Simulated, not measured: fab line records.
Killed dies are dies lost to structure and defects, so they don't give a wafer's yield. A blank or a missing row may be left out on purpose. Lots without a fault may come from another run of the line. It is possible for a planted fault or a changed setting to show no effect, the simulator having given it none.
What tool caused it? | flow n5-finfet | 24 lots, 72 wafers sampled, at 6 steps of a route of 1938

## WHAT EACH GAUGE READ, for each wafer
No reading from a measuring or inspecting step in the record can be judged against a usual standard deviation.

## EACH LOT AND THE TOOL THAT RAN IT (in order: tool; ch and the chambers of the sampled wafers; start)
lot  | N5_BEOL_M4_PRE_CLEAN_45      | N5_BEOL_M4_ANNEAL_49         | N5_BEOL_M4_SPUTTER_79        | N5_BEOL_M4_ANNEAL_82         | N5_BEOL_M4_SPUTTER_90        | N5_BEOL_M4_ANNEAL_93
L074 | pvd-sputter-03, day 7 22:14  | pvd-sputter-02, day 7 22:47  | pvd-sputter-02, day 7 22:56  | pvd-sputter-02, day 7 23:14  | pvd-sputter-02, day 7 23:49  | pvd-sputter-02, day 8 00:07
L075 | pvd-sputter-01, day 7 22:14  | pvd-sputter-01, day 7 22:51  | pvd-sputter-01, day 7 22:59  | pvd-sputter-01, day 7 23:17  | pvd-sputter-01, day 7 23:52  | pvd-sputter-01, day 8 00:10
L076 | pvd-sputter-02, day 8 04:24  | pvd-sputter-02, day 8 05:01  | pvd-sputter-02, day 8 05:10  | pvd-sputter-02, day 8 05:28  | pvd-sputter-02, day 8 06:02  | pvd-sputter-02, day 8 06:20
L077 | pvd-sputter-02, day 8 07:40  | pvd-sputter-02, day 8 08:20  | pvd-sputter-02, day 8 08:29  | pvd-sputter-02, day 8 08:47  | pvd-sputter-02, day 8 09:22  | pvd-sputter-02, day 8 09:40
L078 | pvd-sputter-02, day 8 18:54  | pvd-sputter-02, day 8 20:00  | pvd-sputter-02, day 8 20:08  | pvd-sputter-02, day 8 20:26  | pvd-sputter-02, day 8 21:01  | pvd-sputter-02, day 8 21:19
L079 | pvd-sputter-01, day 8 23:41  | pvd-sputter-03, day 9 00:19  | pvd-sputter-03, day 9 00:27  | pvd-sputter-03, day 9 00:45  | pvd-sputter-03, day 9 01:20  | pvd-sputter-03, day 9 01:38
L081 | pvd-sputter-01, day 9 18:17  | pvd-sputter-02, day 9 18:53  | pvd-sputter-02, day 9 19:02  | pvd-sputter-02, day 9 19:20  | pvd-sputter-02, day 9 19:55  | pvd-sputter-02, day 9 20:13
L083 | pvd-sputter-03, day 9 18:20  | pvd-sputter-01, day 9 19:07  | pvd-sputter-01, day 9 19:16  | pvd-sputter-01, day 9 19:34  | pvd-sputter-01, day 9 20:08  | pvd-sputter-01, day 9 20:26
L082 | pvd-sputter-01, day 9 23:45  | pvd-sputter-01, day 10 00:50 | pvd-sputter-01, day 10 00:58 | pvd-sputter-01, day 10 01:16 | pvd-sputter-01, day 10 01:51 | pvd-sputter-01, day 10 02:09
L080 | pvd-sputter-03, day 10 01:50 | pvd-sputter-03, day 10 02:30 | pvd-sputter-03, day 10 02:38 | pvd-sputter-03, day 10 02:56 | pvd-sputter-03, day 10 03:31 | pvd-sputter-03, day 10 03:49
L084 | pvd-sputter-03, day 10 09:33 | pvd-sputter-03, day 10 10:22 | pvd-sputter-03, day 10 10:31 | pvd-sputter-03, day 10 10:49 | pvd-sputter-03, day 10 11:23 | pvd-sputter-03, day 10 11:41
L085 | pvd-sputter-03, day 10 15:29 | pvd-sputter-03, day 10 16:23 | pvd-sputter-03, day 10 16:32 | pvd-sputter-03, day 10 16:50 | pvd-sputter-03, day 10 17:25 | pvd-sputter-03, day 10 17:43
L086 | pvd-sputter-02, day 10 17:14 | pvd-sputter-02, day 10 17:53 | pvd-sputter-02, day 10 18:02 | pvd-sputter-02, day 10 18:20 | pvd-sputter-02, day 10 18:55 | pvd-sputter-02, day 10 19:13
L087 | pvd-sputter-02, day 11 00:53 | pvd-sputter-03, day 11 01:33 | pvd-sputter-03, day 11 01:41 | pvd-sputter-03, day 11 01:59 | pvd-sputter-03, day 11 02:34 | pvd-sputter-03, day 11 02:52
L088 | pvd-sputter-02, day 11 02:48 | pvd-sputter-02, day 11 03:38 | pvd-sputter-02, day 11 03:47 | pvd-sputter-02, day 11 04:05 | pvd-sputter-02, day 11 04:40 | pvd-sputter-02, day 11 04:58
L091 | pvd-sputter-01, day 11 21:25 | pvd-sputter-01, day 11 22:23 | pvd-sputter-01, day 11 22:32 | pvd-sputter-01, day 11 22:50 | pvd-sputter-01, day 11 23:25 | pvd-sputter-01, day 11 23:43
L089 | pvd-sputter-01, day 12 00:25 | pvd-sputter-03, day 12 01:03 | pvd-sputter-03, day 12 01:11 | pvd-sputter-03, day 12 01:29 | pvd-sputter-03, day 12 02:04 | pvd-sputter-03, day 12 02:22
L090 | pvd-sputter-02, day 12 00:40 | pvd-sputter-02, day 12 01:25 | pvd-sputter-02, day 12 01:34 | pvd-sputter-02, day 12 01:52 | pvd-sputter-02, day 12 02:26 | pvd-sputter-02, day 12 02:44
L093 | pvd-sputter-01, day 12 03:28 | pvd-sputter-01, day 12 04:16 | pvd-sputter-01, day 12 04:25 | pvd-sputter-01, day 12 04:43 | pvd-sputter-01, day 12 05:17 | pvd-sputter-01, day 12 05:35
L092 | pvd-sputter-01, day 12 08:28 | pvd-sputter-01, day 12 09:53 | pvd-sputter-01, day 12 10:01 | pvd-sputter-01, day 12 10:19 | pvd-sputter-01, day 12 10:54 | pvd-sputter-01, day 12 11:12
L094 | pvd-sputter-01, day 12 18:19 | pvd-sputter-02, day 12 19:32 | pvd-sputter-02, day 12 19:41 | pvd-sputter-02, day 12 19:59 | pvd-sputter-02, day 12 20:34 | pvd-sputter-02, day 12 20:52
L096 | pvd-sputter-03, day 13 04:36 | pvd-sputter-03, day 13 05:18 | pvd-sputter-03, day 13 05:26 | pvd-sputter-03, day 13 05:44 | pvd-sputter-03, day 13 06:19 | pvd-sputter-03, day 13 06:37
L095 | pvd-sputter-01, day 13 05:30 | pvd-sputter-02, day 13 06:20 | pvd-sputter-02, day 13 06:28 | pvd-sputter-02, day 13 06:46 | pvd-sputter-02, day 13 07:21 | pvd-sputter-02, day 13 07:39
L097 | pvd-sputter-01, day 13 10:49 | pvd-sputter-02, day 13 11:28 | pvd-sputter-02, day 13 11:36 | pvd-sputter-02, day 13 11:54 | pvd-sputter-02, day 13 12:29 | pvd-sputter-02, day 13 12:47
- N5_BEOL_M4_PRE_CLEAN_45: time 30 s.
- N5_BEOL_M4_ANNEAL_49: time 240 s.
- N5_BEOL_M4_SPUTTER_79: material Cu, target thk 4.5 nm, time 8.29 s.
- N5_BEOL_M4_ANNEAL_82: time 240 s.
- N5_BEOL_M4_SPUTTER_90: material Cu, target thk 4.5 nm, time 8.29 s.
- N5_BEOL_M4_ANNEAL_93: time 240 s.

## WHAT THE TOOLS THEMSELVES READ (means of the sampled wafers that have a number; where no wafer has one, the mark that the record gives instead)
N5_BEOL_M4_PRE_CLEAN_45.
lot  | tool           | heater-power-w (W)
L074 | pvd-sputter-03 | 309
L075 | pvd-sputter-01 | 341
L076 | pvd-sputter-02 | 319
L077 | pvd-sputter-02 | 345
L078 | pvd-sputter-02 | 304
L079 | pvd-sputter-01 | 333
L081 | pvd-sputter-01 | 342
L083 | pvd-sputter-03 | 304
L082 | pvd-sputter-01 | 348
L080 | pvd-sputter-03 | 314
L084 | pvd-sputter-03 | 307
L085 | pvd-sputter-03 | 325
L086 | pvd-sputter-02 | 346
L087 | pvd-sputter-02 | 346
L088 | pvd-sputter-02 | 321
L091 | pvd-sputter-01 | 341
L089 | pvd-sputter-01 | 341
L090 | pvd-sputter-02 | 343
L093 | pvd-sputter-01 | 348
L092 | pvd-sputter-01 | 347
L094 | pvd-sputter-01 | 346
L096 | pvd-sputter-03 | 319
L095 | pvd-sputter-01 | 338
L097 | pvd-sputter-01 | 344

N5_BEOL_M4_ANNEAL_49.
lot  | tool           | heater-power-w (W)
L074 | pvd-sputter-02 | 856
L075 | pvd-sputter-01 | 839
L076 | pvd-sputter-02 | 790
L077 | pvd-sputter-02 | 739
L078 | pvd-sputter-02 | 784
L079 | pvd-sputter-03 | 803
L081 | pvd-sputter-02 | 863
L083 | pvd-sputter-01 | 855
L082 | pvd-sputter-01 | 848
L080 | pvd-sputter-03 | 782
L084 | pvd-sputter-03 | 790
L085 | pvd-sputter-03 | 792
L086 | pvd-sputter-02 | 790
L087 | pvd-sputter-03 | 795
L088 | pvd-sputter-02 | 803
L091 | pvd-sputter-01 | 867
L089 | pvd-sputter-03 | 786
L090 | pvd-sputter-02 | 786
L093 | pvd-sputter-01 | 863
L092 | pvd-sputter-01 | 844
L094 | pvd-sputter-02 | 783
L096 | pvd-sputter-03 | 789
L095 | pvd-sputter-02 | 814
L097 | pvd-sputter-02 | 805

N5_BEOL_M4_SPUTTER_79.
lot  | tool           | throttle-valve-pct (%)
L074 | pvd-sputter-02 | 31.2
L075 | pvd-sputter-01 | 30.0
L076 | pvd-sputter-02 | 30.5
L077 | pvd-sputter-02 | 30.2
L078 | pvd-sputter-02 | 30.4
L079 | pvd-sputter-03 | 29.8
L081 | pvd-sputter-02 | 30.5
L083 | pvd-sputter-01 | 29.7
L082 | pvd-sputter-01 | 30.5
L080 | pvd-sputter-03 | 29.3
L084 | pvd-sputter-03 | 29.8
L085 | pvd-sputter-03 | 30.3
L086 | pvd-sputter-02 | 31.1
L087 | pvd-sputter-03 | 30.6
L088 | pvd-sputter-02 | 30.7
L091 | pvd-sputter-01 | 29.7
L089 | pvd-sputter-03 | 30.7
L090 | pvd-sputter-02 | 29.9
L093 | pvd-sputter-01 | 30.3
L092 | pvd-sputter-01 | 30.0
L094 | pvd-sputter-02 | 30.5
L096 | pvd-sputter-03 | 30.7
L095 | pvd-sputter-02 | 30.4
L097 | pvd-sputter-02 | 30.6

N5_BEOL_M4_ANNEAL_82.
lot  | tool           | heater-power-w (W)
L074 | pvd-sputter-02 | 869
L075 | pvd-sputter-01 | 848
L076 | pvd-sputter-02 | 794
L077 | pvd-sputter-02 | 749
L078 | pvd-sputter-02 | 797
L079 | pvd-sputter-03 | 789
L081 | pvd-sputter-02 | 844
L083 | pvd-sputter-01 | 856
L082 | pvd-sputter-01 | 858
L080 | pvd-sputter-03 | 776
L084 | pvd-sputter-03 | 790
L085 | pvd-sputter-03 | 801
L086 | pvd-sputter-02 | 795
L087 | pvd-sputter-03 | 778
L088 | pvd-sputter-02 | 800
L091 | pvd-sputter-01 | 851
L089 | pvd-sputter-03 | 782
L090 | pvd-sputter-02 | 773
L093 | pvd-sputter-01 | 865
L092 | pvd-sputter-01 | 855
L094 | pvd-sputter-02 | 794
L096 | pvd-sputter-03 | 766
L095 | pvd-sputter-02 | 799
L097 | pvd-sputter-02 | 806

N5_BEOL_M4_SPUTTER_90.
lot  | tool           | throttle-valve-pct (%)
L074 | pvd-sputter-02 | 31.3
L075 | pvd-sputter-01 | 30.1
L076 | pvd-sputter-02 | 30.5
L077 | pvd-sputter-02 | 30.2
L078 | pvd-sputter-02 | 30.1
L079 | pvd-sputter-03 | 29.6
L081 | pvd-sputter-02 | 30.6
L083 | pvd-sputter-01 | 29.6
L082 | pvd-sputter-01 | 30.3
L080 | pvd-sputter-03 | 29.3
L084 | pvd-sputter-03 | 29.7
L085 | pvd-sputter-03 | 30.6
L086 | pvd-sputter-02 | 31.0
L087 | pvd-sputter-03 | 30.7
L088 | pvd-sputter-02 | 30.8
L091 | pvd-sputter-01 | 29.7
L089 | pvd-sputter-03 | 30.8
L090 | pvd-sputter-02 | 30.0
L093 | pvd-sputter-01 | 30.4
L092 | pvd-sputter-01 | 29.9
L094 | pvd-sputter-02 | 30.5
L096 | pvd-sputter-03 | 30.8
L095 | pvd-sputter-02 | 30.7
L097 | pvd-sputter-02 | 30.8

N5_BEOL_M4_ANNEAL_93.
lot  | tool           | heater-power-w (W)
L074 | pvd-sputter-02 | 853
L075 | pvd-sputter-01 | 859
L076 | pvd-sputter-02 | 786
L077 | pvd-sputter-02 | 740
L078 | pvd-sputter-02 | 801
L079 | pvd-sputter-03 | 805
L081 | pvd-sputter-02 | 842
L083 | pvd-sputter-01 | 864
L082 | pvd-sputter-01 | 872
L080 | pvd-sputter-03 | 788
L084 | pvd-sputter-03 | 778
L085 | pvd-sputter-03 | 789
L086 | pvd-sputter-02 | 793
L087 | pvd-sputter-03 | 777
L088 | pvd-sputter-02 | 806
L091 | pvd-sputter-01 | 857
L089 | pvd-sputter-03 | 778
L090 | pvd-sputter-02 | 778
L093 | pvd-sputter-01 | 867
L092 | pvd-sputter-01 | 865
L094 | pvd-sputter-02 | 791
L096 | pvd-sputter-03 | 764
L095 | pvd-sputter-02 | 797
L097 | pvd-sputter-02 | 805

## THE ANSWER, worked out from the rows above alone
Rule: the usual values come from the lots themselves. Put in order of their means at a reading, lots are off if they are a third of the lots or fewer, leave a main group of 4 or more, and stand apart from it by a gap of 3 or more times the standard deviation of the main group's means; of several such gaps the widest counts. If all means in a main group match to the digits the tables above print for the reading, that group is not used. Also off: a lot with no number at a reading for which 4 or more lots have one. All remaining lots with rows at the step are treated as sound. After the gauges, taken in route order, come the tools' own readings; for these a lot's mean is taken, as printed above. At the first step where some lot is off, the reading lying furthest off is the one used; lots without a number count as furthest.
Across all readings shown, no lot is off: no conclusion can be drawn from this.

## WHAT THE SIMULATOR HAD INSERTED
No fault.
